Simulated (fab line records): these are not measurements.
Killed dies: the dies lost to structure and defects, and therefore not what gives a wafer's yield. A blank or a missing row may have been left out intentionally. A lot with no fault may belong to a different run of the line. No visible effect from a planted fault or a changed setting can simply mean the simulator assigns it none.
fab line records	flow n5Finfet
record: lots: 8	wafers: 21	lastDay: 19
route steps=1938 shown BEOL_M2@884 BEOL_M4@1111 PASSIVATION@1936
lots that met no fault: from a run of the same line without faults
startH: start of the lot's first displayed wafer, in hours after the record's first day	waitH: hours since the lot's step before	" as in the row above	L1.1+2: one row covering several wafers at once	- value missing, or start not given	* or withheld: withheld	< > ~ a bound
route shown NAME@n: NAME is a module with steps in the file, n the number in the route of the first one	usual: mean and standard deviation over wafers with no fault	same: alike in all rows	chamber/n: place in a boat	sites: the reading at each site	_std_site: standard deviation of those values	_edge_site: outer sites' mean less inner sites'	radiusMm: how far each site lies from the wafer's centre	mask NAME#n: copy n	behind: the most recent tool/chamber to have shaped the wafer	hold: reason for holding the lot/hours on hold/outcome of the hold	device: whichever transistor did not switch (one of n, p or np)	end of line: the same wafers' tests at the end of the route	a step with no rows: only its recipe	killed: dies that structure and defects cost at the first sort, which is not the same as the wafer's yield	map: dies across one wafer; x = killed, . = not, _ = none there
set.NAME: setting as actually run; set.NAME@STEP: the setting as run at that earlier step	model.NAME: the simulator's own value behind a step, which no gauge read
a sample of lots followed through the steps of the route, with each step as a table and each wafer as a row
services: the hour from which a tool's chamber was out of use, counted from the record's first day as startH (under 0 if before that day), plus the number of hours and why
== steps ==
step: N5_BEOL_M2_ETCH_70
recipe: chemistry: N2/H2	target: SOC	targetDepthA: 800	overetchA: 240	maskMaterial: SiARC	tempC: 40	timeS: 130	ionEnergyEv: 200	pressureMtorr: 30	sourceW: 840	biasW: 150	n2FlowSccm: 200	h2FlowSccm: 200
usual: biasW: 150.0/0.42	drypumpMotorCurrentA: 5.8/0.34	oesProductAu: 0.60/0.067	rfFwdPowerW: 836.6/2.6	rfVppV: 523/3.2	runLengthS: 153.4/0.44	showerheadPlenumPTorr: 2.53/0.11	throttleValvePct: 17.87/0.26
lot.wafer	tool	chamber	startH	waitH	biasW	drypumpMotorCurrentA	oesProductAu	rfFwdPowerW	rfHoursCounterH	rfVppV	runLengthS	showerheadPlenumPTorr	throttleValvePct
L560.3	rieDiel-04	3	193.78	0.0	150.2	6.4	0.51	839.2	236	521	153.6	2.51	18.33
L560.6	"	0	"	"	149.9	6.1	0.64	838.9	-	526	153.4	2.70	18.10
L562.1	rieDiel-04	0	197.36	0.0	149.6	6.1	0.63	838.5	38	528	153.5	2.70	18.11
L562.4	"	1	"	"	149.8	6.0	0.67	837.2	13	523	153.8	2.50	17.62
L565.3	rieDiel-04	1	205.45	0.0	149.3	6.0	0.67	835.2	16	522	154.1	2.50	17.63
L565.5	"	1	"	"	150.3	6.0	0.67	836.9	-	522	153.8	2.50	17.63
L569.1	rieDiel-03	1	240.88	0.0	149.9	5.8	0.67	836.7	17	527	153.0	2.59	17.52
L569.5	"	1	"	"	149.8	5.8	0.68	836.0	-	523	153.0	2.59	17.51
L569.6	"	2	"	"	150.7	5.6	0.53	837.3	-	523	153.0	2.51	17.72
L572.1	rieDiel-03	2	261.48	0.0	150.1	5.6	0.52	838.0	204	524	153.0	2.51	17.71
L572.2	"	3	"	"	149.5	5.5	0.68	840.7	12	525	153.8	2.59	17.48
L572.3	"	1	"	"	150.9	5.8	0.66	833.2	25	526	153.1	2.59	17.54
L574.2	rieDiel-03	3	266.99	0.0	150.3	5.5	0.66	831.0	14	525	153.8	2.59	17.49
L574.3	"	2	"	"	150.1	5.6	0.52	835.9	206	523	153.5	2.50	17.71
L574.4	"	1	"	"	149.6	5.8	0.65	833.2	27	525	153.3	2.59	17.53
L576.1	rieDiel-03	0	276.75	0.0	150.5	5.7	0.53	837.9	201	518	152.8	2.34	18.15
L576.2	"	1	"	"	150.2	5.8	0.65	839.4	30	525	153.0	2.59	17.53
L576.4	"	2	"	"	149.4	5.6	0.52	836.9	210	523	153.0	2.50	17.73
L577.3	rieDiel-04	3	284.25	0.0	150.2	6.4	0.70	837.2	8	522	153.8	2.50	17.91
L577.4	"	0	"	"	149.9	6.1	0.60	835.4	70	528	153.4	2.69	18.17
L577.5	"	3	"	"	150.1	6.4	0.71	835.9	-	524	153.9	2.50	17.89
step: N5_BEOL_M2_STRIP_36
recipe: chemistry: N2/H2	powerW: 450	tempC: 40	pressureMtorr: 20	rfFrequencyHz: 6e+07	overashFraction: 0.3	biasPowerW: 7	h2Frac: 0.5	n2FlowSccm: 200	h2FlowSccm: 200
usual: drypumpMotorCurrentA: 5.8/0.34	oesProductAu: 0.81/0.098	rfVppV: 59.2/1.2	showerheadPlenumPTorr: 2.52/0.11	throttleValvePct: 23.7/0.31
lot.wafer	tool	chamber	startH	waitH	drypumpMotorCurrentA	oesProductAu	rfHoursCounterH	rfVppV	showerheadPlenumPTorr	throttleValvePct
L560.3	rieDiel-04	3	193.95	0.0	6.5	0.69	236	58.5	2.51	24.2
L560.6	"	0	"	"	6.2	0.88	-	58.8	2.70	24.1
L562.1	rieDiel-04	0	197.52	0.0	6.2	0.88	38	58.4	2.70	24.1
L562.4	"	1	"	"	6.1	0.91	13	58.4	2.50	23.6
L565.3	rieDiel-04	1	205.62	0.0	6.0	0.92	17	59.3	2.49	23.6
L565.5	"	1	"	"	6.0	0.91	-	57.2	2.50	23.6
L569.1	rieDiel-03	1	241.05	0.0	5.8	0.93	17	59.2	2.59	23.5
L569.5	"	1	"	"	5.8	0.91	-	60.0	2.59	23.5
L569.6	"	2	"	"	5.6	0.70	-	59.0	2.50	23.4
L572.1	rieDiel-03	2	261.65	0.0	5.6	0.69	204	59.2	2.50	23.4
L572.2	"	3	"	"	5.5	0.94	12	60.5	2.59	23.2
L572.3	"	1	"	"	5.8	0.92	25	59.2	2.59	23.5
L574.2	rieDiel-03	3	267.15	0.0	5.6	0.92	15	57.7	2.59	23.2
L574.3	"	2	"	"	5.6	0.70	206	57.9	2.50	23.4
L574.4	"	1	"	"	5.8	0.91	27	59.5	2.59	23.5
L576.1	rieDiel-03	0	276.92	0.0	5.7	0.71	201	60.5	2.33	23.9
L576.2	"	1	"	"	5.8	0.89	30	59.6	2.58	23.5
L576.4	"	2	"	"	5.6	0.70	210	58.6	2.50	23.4
L577.3	rieDiel-04	3	284.41	0.0	6.4	0.97	8	57.1	2.49	23.8
L577.4	"	0	"	"	6.2	0.84	70	61.0	2.69	24.2
L577.5	"	3	"	"	6.4	0.99	-	58.6	2.50	23.8
step: N5_BEOL_M2_TRENCH_ETCH_37
recipe: chemistry: C4F6/O2	targetDepthA: 555.55	target: SiOC	timeS: 29.2	ionEnergyEv: 250	pressureMtorr: 30	sourceW: 355	biasW: 185	Ar_flow_sccm: 300	C4F6_flow_sccm: 10	O2_flow_sccm: 10
usual: biasW: 185.0/0.54	drypumpMotorCurrentA: 5.8/0.34	oes_o_777_au: 0.81/0.1	oesProductAu: 0.81/0.099	rfFwdPowerW: 350.5/1.6	rfVppV: 668/8.6	runLengthS: 52.6/0.41	showerheadPlenumPTorr: 2.83/0.12	throttleValvePct: 20.93/0.24
lot.wafer	tool	chamber	startH	waitH	biasW	drypumpMotorCurrentA	oes_o_777_au	oesProductAu	rfFwdPowerW	rfHoursCounterH	rfVppV	runLengthS	showerheadPlenumPTorr	throttleValvePct
L560.3	rieDiel-04	3	193.99	-	185.2	6.5	0.68	0.69	350.1	236	663	53.0	2.80	21.29
L560.6	"	0	"	"	184.9	6.1	0.84	0.88	352.4	-	670	52.7	3.04	21.23
L562.1	rieDiel-04	0	197.56	-	-	6.1	0.84	0.88	-	38	670	43.1	3.04	21.25
L562.4	"	1	"	"	184.6	6.0	0.95	0.92	350.6	13	670	52.9	2.78	20.57
L565.3	rieDiel-04	1	205.66	-	-	6.0	0.94	0.91	-	17	670	43.8	2.78	20.56
L565.5	"	1	"	"	184.9	6.0	0.94	0.92	352.1	-	670	53.3	2.78	20.56
L569.1	rieDiel-03	1	241.09	-	185.5	5.8	0.93	0.91	351.8	17	653	53.0	2.90	20.51
L569.5	"	1	"	"	185.7	5.8	0.92	0.92	350.8	-	651	52.4	2.90	20.51
L569.6	"	2	"	"	184.9	5.6	0.71	0.71	353.6	-	660	52.2	2.86	21.03
L572.1	rieDiel-03	2	261.69	-	185.3	5.6	0.71	0.70	351.3	204	659	52.1	2.86	21.06
L572.2	"	3	"	"	185.6	5.5	0.91	0.93	350.6	12	677	53.3	2.92	20.73
L572.3	"	1	"	"	185.4	5.8	0.90	0.90	350.3	25	654	52.4	2.90	20.53
L574.2	rieDiel-03	3	267.19	-	184.2	5.5	0.90	0.92	348.9	15	679	53.6	2.92	20.72
L574.3	"	2	"	"	185.2	5.5	0.71	0.70	352.6	206	661	52.5	2.86	21.05
L574.4	"	1	"	"	185.1	5.8	0.90	0.90	350.7	27	653	52.7	2.90	20.53
L576.1	rieDiel-03	0	276.96	-	184.8	5.8	0.70	0.71	350.3	201	680	52.5	2.60	21.02
L576.2	"	1	"	"	184.6	5.8	0.89	0.89	349.5	30	651	52.4	2.90	20.53
L576.4	"	2	"	"	184.7	5.6	0.70	0.69	352.4	210	660	52.4	2.85	21.04
L577.3	rieDiel-04	3	284.45	-	185.3	6.5	0.94	0.95	351.2	8	662	53.0	2.79	20.90
L577.4	"	0	"	"	185.1	6.2	0.80	0.83	352.0	70	669	52.9	3.02	21.28
L577.5	"	3	"	"	185.5	6.4	0.94	0.98	351.4	-	663	53.3	2.79	20.90
step: N5_BEOL_M2_OCD_MEAS_38
usual: trenchDepthNm: 55.7/1.3
lot.wafer	tool	chamber	startH	waitH	trenchDepthNm
L560.3	ocd-02	-	194.15	-	54.7
L560.6	"	-	"	"	56.4
L562.1	ocd-02	-	197.72	-	38.2
L562.4	"	-	"	"	56.4
L565.3	ocd-02	-	205.82	-	37.9
L565.5	"	-	"	"	56.3
L569.1	ocd-01	-	241.24	-	55.9
L569.5	"	-	"	"	56.3
L569.6	"	-	"	"	54.0
L572.1	ocd-01	-	261.84	-	53.9
L572.2	"	-	"	"	57.8
L572.3	"	-	"	"	56.3
L574.2	ocd-02	-	267.35	-	56.8
L574.3	"	-	"	"	54.2
L574.4	"	-	"	"	56.1
L576.1	ocd-01	-	277.11	-	54.3
L576.2	"	-	"	"	56.2
L576.4	"	-	"	"	54.2
L577.3	ocd-01	-	284.61	-	56.7
L577.4	"	-	"	"	55.6
L577.5	"	-	"	"	56.5
step: N5_BEOL_M2_PRE_CLEAN_45
recipe: gas: H2/He	timeS: 30	tempC: 250
usual: heaterPowerW: 326/35	susceptorTempC: 250.00/0.16
lot.wafer	tool	chamber	startH	waitH	heaterPowerW	susceptorTempC
L560.3	pvdSputter-03	-	194.39	0.0	347	249.94
L560.6	"	-	"	"	296	250.06
L562.1	pvdSputter-03	-	198.23	0.0	354	249.90
L562.4	"	-	"	"	343	249.91
L565.3	pvdSputter-01	-	206.92	0.0	385	250.22
L565.5	"	-	"	"	361	249.92
L569.1	pvdSputter-01	-	241.84	0.0	310	250.17
L569.5	"	-	"	"	303	249.93
L569.6	"	-	"	"	318	249.85
L572.1	pvdSputter-02	-	262.71	0.0	335	250.25
L572.2	"	-	"	"	287	249.99
L572.3	"	-	"	"	343	249.89
L574.2	pvdSputter-02	-	267.59	0.0	358	249.90
L574.3	"	-	"	"	328	249.78
L574.4	"	-	"	"	341	250.19
L576.1	pvdSputter-02	-	279.30	0.0	341	250.16
L576.2	"	-	"	"	282	250.17
L576.4	"	-	"	"	344	249.74
L577.3	pvdSputter-03	-	285.27	0.0	272	249.92
L577.4	"	-	"	"	301	250.15
L577.5	"	-	"	"	330	250.04
step: N5_BEOL_M2_THK_MEAS_53
recipe: thkMeasGauge: xrf	reads: Cu_of_BEOL_M2_ECD_50
usual: M2_THK: 39.3/1.4
lot.wafer	tool	chamber	startH	waitH	M2_THK[nm]
L560.3	filmMetro-01	-	197.59	-	38.4
L560.6	"	-	"	"	40.9
L562.1	filmMetro-02	-	201.57	-	21.5
L562.4	"	-	"	"	39.0
L565.3	filmMetro-02	-	210.89	-	21.2
L565.5	"	-	"	"	39.2
L569.1	filmMetro-01	-	245.07	-	38.5
L569.5	"	-	"	"	38.7
L569.6	"	-	"	"	36.6
L572.1	filmMetro-01	-	267.63	-	39.7
L572.2	"	-	"	"	41.5
L572.3	"	-	"	"	41.5
L574.2	filmMetro-01	-	274.06	-	39.8
L574.3	"	-	"	"	37.2
L574.4	"	-	"	"	39.3
L576.1	filmMetro-02	-	282.45	-	39.6
L576.2	"	-	"	"	39.7
L576.4	"	-	"	"	38.6
L577.3	filmMetro-02	-	288.60	-	38.2
L577.4	"	-	"	"	39.4
L577.5	"	-	"	"	41.8
step: N5_BEOL_M2_RS_MEAS_58
recipe: thkMeasGauge: four-point-probe	reads: Co_of_BEOL_M2_CO_CAP_55+Cu_of_BEOL_M2_ECD_50+Co_of_BEOL_M2_CVD_47+TaN_of_BEOL_M2_ALD_84
usual: M2_RS: 0.68/0.033
lot.wafer	tool	chamber	startH	waitH	M2_RS[ohm/sq]
L560.3	filmMetro-01	-	197.85	0.1	0.69
L560.6	"	-	"	"	0.63
L562.1	filmMetro-02	-	201.88	0.0	1.52
L562.4	"	-	"	"	0.69
L565.3	filmMetro-01	-	211.24	0.1	1.54
L565.5	"	-	"	"	0.68
L569.1	filmMetro-02	-	245.33	0.0	0.67
L569.5	"	-	"	"	0.67
L569.6	"	-	"	"	0.72
L572.1	filmMetro-02	-	267.94	0.0	0.67
L572.2	"	-	"	"	0.63
L572.3	"	-	"	"	0.63
L574.2	filmMetro-02	-	274.35	0.1	0.66
L574.3	"	-	"	"	0.72
L574.4	"	-	"	"	0.67
L576.1	filmMetro-01	-	282.71	0.0	0.67
L576.2	"	-	"	"	0.67
L576.4	"	-	"	"	0.69
L577.3	filmMetro-01	-	288.86	0.1	0.69
L577.4	"	-	"	"	0.67
L577.5	"	-	"	"	0.62
step: N5_BEOL_M4_RC_MEAS_101
usual: DIBL_N: 35.3/1.8	DIBL_P: 35.2/2.2	IOFF_N: 0.144/0.029	IOFF_P: 0.19/0.031	ION_N: 670/12	ION_P: 460/7.6	SERP_M2: 200/15	SERP_M2_max_site: 212/16	SS_N: 71.2/0.62	SS_P: 73.0/0.69	VT_N: 251/3.4	VT_P: -251.4/2.6
lot.wafer	tool	chamber	startH	waitH	DIBL_N[mV/V]	DIBL_P[mV/V]	IOFF_N[nA/um]	IOFF_P[nA/um]	ION_N[uA/um]	ION_P[uA/um]	SERP_M2[ohm/um]	SERP_M2_max_site[ohm/um]	SS_N[mV/dec]	SS_P[mV/dec]	VT_N[mV]	VT_P[mV]
L560.3	prober-01	0	237.09	0.3	29.2	27.8	0.072	0.10	628	436	210	229	69.8	72.0	263	-260.2
L560.6	"	0	"	"	34.0	34.2	0.124	0.16	651	449	215	243	71.8	73.0	255	-253.9
L562.1	prober-02	0	238.17	0.2	31.7	32.1	0.103	0.14	658	455	405	432	70.2	72.0	257	-255.7
L562.4	"	0	"	"	35.5	36.9	0.157	0.20	679	462	214	228	71.3	73.4	249	-249.9
L565.3	prober-02	0	245.88	0.3	36.1	34.5	0.134	0.19	666	456	435	460	71.6	73.2	253	-251.0
L565.5	"	0	"	"	37.2	36.3	0.151	0.22	668	464	194	201	71.5	73.7	251	-249.3
L569.1	prober-02	0	280.20	0.0	36.3	37.2	0.165	0.22	667	458	221	245	71.3	73.8	249	-248.6
L569.5	"	0	"	"	37.0	37.8	0.197	0.23	681	462	213	224	71.4	73.9	245	-246.4
L569.6	"	0	"	"	35.9	36.7	0.163	0.21	681	460	225	235	71.2	74.2	250	-248.7
L572.1	prober-01	0	306.10	0.0	36.0	34.9	0.143	0.19	659	456	187	206	71.5	72.6	254	-249.3
L572.2	"	0	"	"	35.0	34.2	0.130	0.18	673	465	182	199	70.1	72.3	251	-252.6
L572.3	"	0	"	"	32.7	31.9	0.108	0.16	665	468	171	179	70.4	72.3	252	-250.9
L574.2	prober-02	0	309.54	0.2	34.2	33.7	0.142	0.19	685	470	191	202	70.9	72.5	250	-249.0
L574.3	"	0	"	"	32.6	31.2	0.108	0.16	667	460	197	206	71.0	72.6	253	-253.1
L574.4	"	0	"	"	33.4	32.4	0.120	0.18	684	474	183	192	70.9	72.9	254	-249.8
L576.1	prober-01	0	324.31	0.0	35.8	35.3	0.138	0.20	668	456	207	215	71.2	73.1	250	-249.3
L576.2	"	0	"	"	37.0	37.5	0.159	0.23	661	460	204	206	71.6	72.8	250	-248.0
L576.4	"	0	"	"	33.9	33.2	0.114	0.16	651	450	201	208	70.2	72.4	254	-253.4
L577.3	prober-01	0	341.91	0.3	35.6	34.8	0.137	0.18	667	456	190	203	71.4	73.4	254	-254.8
L577.4	"	0	"	"	40.4	40.9	0.234	0.28	680	461	190	207	73.2	74.8	244	-247.3
L577.5	"	0	"	"	37.9	37.7	0.171	0.23	670	460	179	187	72.4	74.4	247	-250.3
sites SERP_M2 radiusMm=0,75,75,75,75,140,140,140,140
L560.3 215 229 213 219 210 197 191 200 186
L562.1 402 432 390 431 398 427 368 405 409
L565.3 439 440 434 460 435 397 389 438 390
L569.1 221 222 245 227 237 199 216 197 207
L572.1 206 197 196 196 187 164 176 167 168
L574.2 202 191 195 198 197 169 181 175 182
L576.1 212 209 215 207 212 202 204 184 204
L577.3 185 203 193 191 184 191 187 190 179
step: N5_PASSIVATION_PROBE_49
usual: defectLimitedYield: 91.0/1.4	killed_at_M0_to_M3: 36/10	killed_at_M4_up: 15/5	killedAtContacts: 12/6.1	killedAtFrontEnd: 40/13	killedAtOther: 3.8/2.9	killedDies: 106/16	killedOnRim: 14/4.1	killedOpen: 68/12	killedShort: 35/8.2	sort_bin_5_function: 5.2/0.9	sort_bin_6_memory: 3.4/0.71	sort_bin_8_speed: 0.0/0.46	sortNPass: 1073/17
same: grossDies: 1180	killedAtBackSide: 0	sort_bin_4_leakage[%]: 0
lot.wafer	tool	chamber	startH	waitH	defectLimitedYield[%]	killed_at_M0_to_M3	killed_at_M4_up	killedAtContacts	killedAtFrontEnd	killedAtOther	killedDies	killedOnRim	killedOpen	killedShort	sort_bin_5_function[%]	sort_bin_6_memory[%]	sort_bin_8_speed[%]	sortNPass
L562.1	prober-01	-	355.54	0.0	81.8	150	8	19	37	1	215	26	58	32	4.6	3.0	10.4	965
L562.4	prober-01	-	355.69	0.2	89.7	42	13	22	44	0	121	17	81	35	6.1	3.8	0	1059
L560.3	prober-01	-	375.78	0.3	90.3	51	21	10	23	9	114	14	80	32	5.7	3.6	5.5	1001
L560.6	prober-01	-	375.93	0.5	88.3	49	25	3	58	3	138	16	76	55	6.7	4.7	0	1042
L565.3	prober-02	-	376.87	0.1	77.4	217	11	12	25	2	267	24	48	25	4.1	2.0	16.3	913
L565.5	prober-02	-	376.97	0.2	90.1	40	22	18	35	2	117	14	68	46	5.5	3.9	0	1063
L569.1	prober-02	-	395.74	0.0	92.3	37	18	11	25	0	91	13	67	20	4.7	2.5	0	1089
L569.5	prober-02	-	395.94	0.2	92.2	53	12	3	23	1	92	11	67	20	5.0	2.5	0	1088
L569.6	prober-02	-	395.99	0.3	89.8	44	23	19	25	9	120	15	91	29	6.4	3.5	0	1060
L572.1	prober-01	-	412.87	0.0	89.8	47	4	14	53	2	120	12	81	39	6.2	3.9	0	1060
L572.2	prober-01	-	412.92	0.1	92.0	27	11	11	38	7	94	16	53	33	4.6	2.7	0	1086
L572.3	prober-01	-	412.97	0.1	86.8	67	14	6	60	9	156	20	100	55	8.6	4.2	0	1024
L574.2	prober-02	-	422.36	0.1	91.4	32	18	23	28	1	102	12	71	27	5.4	2.8	0	1078
L574.3	prober-02	-	422.41	0.1	92.8	24	8	17	36	0	85	14	53	29	4.3	2.4	0	1095
L574.4	prober-02	-	422.46	0.2	92.6	22	8	8	47	2	87	11	48	33	4.2	2.6	0	1093
L576.1	prober-01	-	442.42	0.0	91.7	16	21	30	29	2	98	10	74	20	4.8	3.2	0	1082
L576.2	prober-01	-	442.47	0.1	93.9	21	14	10	25	2	72	12	44	27	3.5	2.5	0	1108
L576.4	prober-01	-	442.57	0.2	91.2	36	12	14	41	1	104	9	63	38	5.4	3.1	0	1076
L577.3	prober-02	-	452.92	0.1	91.5	42	17	11	25	5	100	7	69	28	4.5	3.2	0	1080
L577.4	prober-02	-	452.97	0.2	89.8	27	12	9	70	2	120	13	73	46	5.7	4.0	0	1060
L577.5	prober-02	-	453.02	0.2	92.3	31	18	4	32	6	91	18	67	21	4.8	2.8	0	1089
killed by level:class
L562.1 BEOL_M2:areaEcd=123 MOL_CONTACT_COAG:geometricParticle:open=14 BEOL_M1:geometricParticle:open=7 BEOL_M2:geometricParticle:open=7 FIN_SAQP:geometricParticle:open=5 ILD0:geometricParticle:short=5 STI_FIN_REVEAL:geometricParticle:open=5 DUMMY_GATE:geometricParticle:open=5
L562.4 MOL_CONTACT_COAG:geometricParticle:open=16 STI_FIN_REVEAL:geometricParticle:open=11 BEOL_M0_SAQP:geometricParticle:short=10 BEOL_M2:geometricParticle:open=10 FIN_SAQP:geometricParticle:open=8 BEOL_M1:geometricParticle:open=8 MOL_CONTACT_COAG:geometricParticle:short=6 FIN_SAQP:geometricParticle:short=5
L560.3 BEOL_M2:geometricParticle:open=13 BEOL_M1:geometricParticle:open=11 MOL_CONTACT_COAG:geometricParticle:open=10 BEOL_M0_SAQP:geometricParticle:open=8 BEOL_M4:geometricParticle:open=8 FIN_SAQP:geometricParticle:open=6 STI_FIN_REVEAL:geometricParticle:open=6 BEOL_M0_SAQP:geometricParticle:short=6
L560.6 BEOL_M0_SAQP:geometricParticle:short=16 STI_FIN_REVEAL:geometricParticle:open=13 FIN_SAQP:geometricParticle:open=10 FIN_SAQP:geometricParticle:short=10 BEOL_M1:geometricParticle:open=9 BEOL_M4:geometricParticle:open=7 BEOL_M2:geometricParticle:open=6 STARTING-WAFER:geometricParticle:open=6
L565.3 BEOL_M2:areaEcd=192 MOL_CONTACT_COAG:geometricParticle:open=10 BEOL_M0_SAQP:geometricParticle:short=7 FIN_SAQP:geometricParticle:short=5 DUMMY_GATE:geometricParticle:open=4 BEOL_M0_SAQP:geometricParticle:open=4 BEOL_M2:geometricParticle:open=4 BEOL_M3:geometricParticle:open=4
L565.5 BEOL_M0_SAQP:geometricParticle:open=14 MOL_CONTACT_COAG:geometricParticle:open=13 BEOL_M0_SAQP:geometricParticle:short=12 BEOL_M5:geometricParticle:open=10 GATE_CUT:geometricParticle:short=8 BEOL_M3:geometricParticle:open=7 BEOL_M5:geometricParticle:short=6 FIN_SAQP:geometricParticle:short=5
L569.1 BEOL_M3:geometricParticle:open=12 MOL_CONTACT_COAG:geometricParticle:open=8 BEOL_M1:geometricParticle:open=8 BEOL_M4:geometricParticle:open=7 DUMMY_GATE:geometricParticle:open=5 BEOL_M0_SAQP:geometricParticle:short=5 BEOL_M2:geometricParticle:open=5 FIN_SAQP:geometricParticle:short=4
L569.5 BEOL_M2:geometricParticle:open=19 BEOL_M3:geometricParticle:open=17 BEOL_M1:geometricParticle:open=7 BEOL_M2:geometricParticle:short=5 ILD0:geometricParticle:open=3 MOL_CONTACT_COAG:geometricParticle:open=3 BEOL_M5:geometricParticle:open=3 BEOL_M10:geometricParticle:open=3
L569.6 MOL_CONTACT_COAG:geometricParticle:open=18 BEOL_M4:geometricParticle:open=16 BEOL_M2:geometricParticle:open=14 BEOL_M3:geometricParticle:open=9 BEOL_M1:geometricParticle:open=7 GATE_CUT:geometricParticle:short=5 BEOL_M0_SAQP:geometricParticle:open=5 ILD0:geometricParticle:short=4
L572.1 FIN_SAQP:geometricParticle:open=17 MOL_CONTACT_COAG:geometricParticle:open=13 BEOL_M0_SAQP:geometricParticle:short=13 BEOL_M3:geometricParticle:open=10 BEOL_M0_SAQP:geometricParticle:open=9 FIN_SAQP:geometricParticle:short=8 STI_FIN_REVEAL:geometricParticle:open=5 BEOL_M1:geometricParticle:open=5
L572.2 FIN_SAQP:geometricParticle:open=8 MOL_CONTACT_COAG:geometricParticle:open=8 BEOL_M0_SAQP:geometricParticle:short=7 BEOL_M2:geometricParticle:open=7 FIN_SAQP:geometricParticle:short=5 DUMMY_GATE:geometricParticle:open=5 BEOL_M0_SAQP:geometricParticle:open=5 STARTING-WAFER:geometricParticle:open=4
L572.3 BEOL_M0_SAQP:geometricParticle:open=19 FIN_SAQP:geometricParticle:open=16 FIN_SAQP:geometricParticle:short=14 BEOL_M0_SAQP:geometricParticle:short=14 BEOL_M1:geometricParticle:open=14 GATE_CUT:geometricParticle:short=6 MOL_CONTACT_COAG:geometricParticle:open=6 BEOL_M2:geometricParticle:open=6
L574.2 MOL_CONTACT_COAG:geometricParticle:open=15 BEOL_M4:geometricParticle:open=12 FIN_SAQP:geometricParticle:open=9 MOL_CONTACT_COAG:geometricParticle:short=8 STI_FIN_REVEAL:geometricParticle:open=6 BEOL_M2:geometricParticle:open=6 BEOL_M0_SAQP:geometricParticle:short=6 BEOL_M1:geometricParticle:open=6
L574.3 MOL_CONTACT_COAG:geometricParticle:open=13 STI_FIN_REVEAL:geometricParticle:open=8 FIN_SAQP:geometricParticle:open=6 FIN_SAQP:geometricParticle:short=6 DUMMY_GATE:geometricParticle:open=6 BEOL_M1:geometricParticle:short=5 BEOL_M2:geometricParticle:open=4 MOL_CONTACT_COAG:geometricParticle:short=3
L574.4 STI_FIN_REVEAL:geometricParticle:open=17 FIN_SAQP:geometricParticle:open=7 BEOL_M0_SAQP:geometricParticle:short=7 STI_FIN_REVEAL:geometricParticle:short=5 MOL_CONTACT_COAG:geometricParticle:open=5 HKMG_FIN:areaEtch=5 FIN_SAQP:geometricParticle:short=4 BEOL_M1:geometricParticle:open=4
L576.1 MOL_CONTACT_COAG:geometricParticle:open=27 BEOL_M4:geometricParticle:open=9 FIN_SAQP:geometricParticle:open=7 STI_FIN_REVEAL:geometricParticle:open=6 BEOL_M4:geometricParticle:short=5 DUMMY_GATE:geometricParticle:open=3 MOL_CONTACT_COAG:geometricParticle:short=3 BEOL_M0:geometricParticle:open=3
L576.2 BEOL_M3:geometricParticle:open=12 MOL_CONTACT_COAG:geometricParticle:open=7 FIN_SAQP:geometricParticle:open=6 STARTING-WAFER:geometricParticle:short=6 BEOL_M4:geometricParticle:open=5 STI_FIN_REVEAL:geometricParticle:open=4 BEOL_M3:geometricParticle:short=4 MOL_CONTACT_COAG:geometricParticle:short=3
L576.4 BEOL_M0_SAQP:geometricParticle:open=12 BEOL_M0_SAQP:geometricParticle:short=10 FIN_SAQP:geometricParticle:short=8 FIN_SAQP:geometricParticle:open=8 MOL_CONTACT_COAG:geometricParticle:open=8 BEOL_M3:geometricParticle:open=7 STI_FIN_REVEAL:geometricParticle:open=6 BEOL_M4:geometricParticle:open=6
L577.3 BEOL_M0_SAQP:geometricParticle:open=11 STI_FIN_REVEAL:geometricParticle:open=10 BEOL_M2:geometricParticle:open=10 MOL_CONTACT_COAG:geometricParticle:open=9 BEOL_M0_SAQP:geometricParticle:short=9 BEOL_M4:geometricParticle:open=8 FIN_SAQP:geometricParticle:short=4 GATE_CUT:geometricParticle:short=4
L577.4 STI_FIN_REVEAL:geometricParticle:open=16 FIN_SAQP:geometricParticle:short=13 FIN_SAQP:geometricParticle:open=12 GATE_CUT:geometricParticle:short=11 MOL_CONTACT_COAG:geometricParticle:open=8 BEOL_M4:geometricParticle:open=7 BEOL_M0_SAQP:geometricParticle:short=6 BEOL_M0_SAQP:geometricParticle:open=6
L577.5 STI_FIN_REVEAL:geometricParticle:open=13 BEOL_M3:geometricParticle:open=9 BEOL_M4:geometricParticle:open=9 BEOL_M0_SAQP:geometricParticle:open=8 BEOL_M0_SAQP:geometricParticle:short=6 FIN_SAQP:geometricParticle:open=4 GATE_CUT:geometricParticle:short=4 MOL_CONTACT_COAG:geometricParticle:open=4
== services ==
tool	chamber	startH	hours	kind
rieDiel-03	1	170.66	-	clean
rieDiel-03	1	170.66	-	consumableReplace:focusRing
rieDiel-03	1	170.66	24.9	scheduledDown
rieDiel-03	1	170.66	24.9	ventCycle
rieDiel-03	2	172.34	8.9	repair
rieDiel-03	3	201.91	-	clean
rieDiel-03	3	201.91	-	consumableReplace:focusRing
rieDiel-03	3	201.91	19.4	scheduledDown
rieDiel-03	3	201.91	19.4	ventCycle
rieDiel-04	3	232.80	-	clean
rieDiel-04	3	232.80	-	consumableReplace:focusRing
rieDiel-04	3	232.80	26.5	scheduledDown
rieDiel-04	3	232.80	26.5	ventCycle
== key ==
firstSign: step: N5_BEOL_M2_TRENCH_ETCH_37	reading: runLengthS	direction: down	sigmas: 22	usual: *	struck: *
effect: step: N5_BEOL_M2_OCD_MEAS_38	reading: trenchDepthNm	direction: down	sigmas: 14	usual: 55.7	struck: 38.0
effect: step: N5_BEOL_M2_THK_MEAS_53	reading: M2_THK	direction: down	sigmas: 12	usual: 39.3	struck: 21.4
effect: step: N5_BEOL_M2_RS_MEAS_58	reading: M2_RS	direction: up	sigmas: 26	usual: 0.68	struck: 1.53
effect: step: N5_BEOL_M4_RC_MEAS_101	reading: SERP_M2	direction: up	sigmas: 15	usual: 200	struck: 420
effect: step: N5_BEOL_M4_RC_MEAS_101	reading: SERP_M2_max_site	direction: up	sigmas: 14	usual: 212	struck: 446
effect: step: N5_PASSIVATION_PROBE_49	reading: sort_bin_8_speed	direction: up	sigmas: 29	usual: 0.0	struck: 13.3
moreKillsBornAt: N5_BEOL_M2_ECD_50@ecdCu-01: 315
metAt N5_BEOL_M2_TRENCH_ETCH_37
struckLots L562,L565
struckWafers L562.1,L565.3
notActingAt N5_BEOL_M2_ETCH_70,N5_BEOL_M2_STRIP_36,N5_BEOL_M2_PRE_CLEAN_45
onsetBetween 193.99 197.56
fault: kind: processParameterDrift	tool: rieDiel-04	chamber: -	onsetH: 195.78	steps: N5_BEOL_M2_TRENCH_ETCH_37	channel: timeS	offset: *	shape: step	endH: 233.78	scope: struckWafersOnly	actsIn: *	stated: *
